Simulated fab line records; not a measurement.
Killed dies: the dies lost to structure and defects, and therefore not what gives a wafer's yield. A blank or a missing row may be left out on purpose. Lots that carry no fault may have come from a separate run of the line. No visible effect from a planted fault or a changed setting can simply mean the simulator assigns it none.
Matching of chambers | flow n5-finfet | 4 sister chambers for N5_BEOL_M6_STRIP_67 on rie-diel-01
The step strips in CF4. 20 wafers are shown with their chamber, then 10 later ones without.

## WAFERS, EACH WITH ITS CHAMBER
wafer  | chamber | drypump-motor-current-A (A) | throttle-valve-pct (%) | showerhead-plenum-p-Torr (Torr)
L080.2 | 0       | 5.6                         | 13.65                  | 1.86
L080.3 | 2       | 5.6                         | 13.37                  | 1.82
L080.4 | 3       | 4.8                         | 13.14                  | 1.79
L081.1 | 3       | 4.8                         | 13.13                  | 1.79
L081.3 | 1       | 5.5                         | 13.03                  | 1.82
L081.6 | 2       | 5.5                         | 13.37                  | 1.82
L082.1 | 0       | 5.6                         | 13.65                  | 1.86
L082.3 | 3       | 4.8                         | 13.14                  | 1.79
L082.4 | 2       | 5.5                         | 13.37                  | 1.82
L087.3 | 1       | 5.6                         | 13.07                  | 1.82
L087.4 | 2       | 5.6                         | 13.41                  | 1.81
L087.5 | 2       | 5.6                         | 13.41                  | 1.81
L088.1 | 1       | 5.5                         | 13.09                  | 1.82
L088.2 | 2       | 5.6                         | 13.42                  | 1.81
L088.5 | 1       | 5.5                         | 13.07                  | 1.82
L090.4 | 0       | 5.6                         | 13.69                  | 1.85
L090.5 | 2       | 5.6                         | 13.42                  | 1.81
L090.6 | 3       | 4.8                         | 13.20                  | 1.78
L089.2 | 2       | 5.6                         | 13.44                  | 1.81
L089.5 | 2       | 5.6                         | 13.45                  | 1.81

SIGNATURES (averages over the wafers above)
reading                  | chamber 0 | chamber 1 | chamber 2 | chamber 3 | scatter within a chamber
drypump-motor-current-A  | 5.600     | 5.525     | 5.578     | 4.800     | 0.038
throttle-valve-pct       | 13.6633   | 13.0650   | 13.4067   | 13.1525   | 0.029
showerhead-plenum-p-Torr | 1.8567    | 1.8200    | 1.8133    | 1.7875    | 0.00462
Rule: for each reading, subtract the chamber's mean from the wafer's reading, divide by that reading's scatter and square the result; add these up over the readings and take the root, which gives the wafer's distance from the chamber. If the next closest chamber is less than 2 further off than the closest, the wafer can't be placed; otherwise it belongs to the closest. The scatter: the root of (the sum of the squares of (reading less its chamber's mean) over the shown wafers, divided by (wafers less chambers)).

## WAFERS MISSING THEIR CHAMBER
wafer  | drypump-motor-current-A (A) | throttle-valve-pct (%) | showerhead-plenum-p-Torr (Torr)
L089.6 | 4.8                         | 13.21                  | 1.78
L092.1 | 5.6                         | 13.70                  | 1.85
L092.2 | 4.8                         | 13.20                  | 1.78
L092.5 | 5.6                         | 13.43                  | 1.81
L094.2 | 4.8                         | 13.21                  | 1.78
L094.3 | 5.7                         | 13.69                  | 1.85
L094.4 | 5.6                         | 13.44                  | 1.81
L093.1 | 4.8                         | 13.22                  | 1.78
L093.4 | 5.6                         | 13.45                  | 1.81
L093.5 | 5.6                         | 13.70                  | 1.85

## EACH ONE'S CHAMBER
wafer  | from the rows above | in truth
L089.6 | 3                   | 3
L092.1 | 0                   | 0
L092.2 | 3                   | 3
L092.5 | 2                   | 2
L094.2 | 3                   | 3
L094.3 | 0                   | 0
L094.4 | 2                   | 2
L093.1 | 3                   | 3
L093.4 | 2                   | 2
L093.5 | 0                   | 0
Correct placement for 10 of the 10. Not placeable from these rows: 0. 0 placed wrongly.
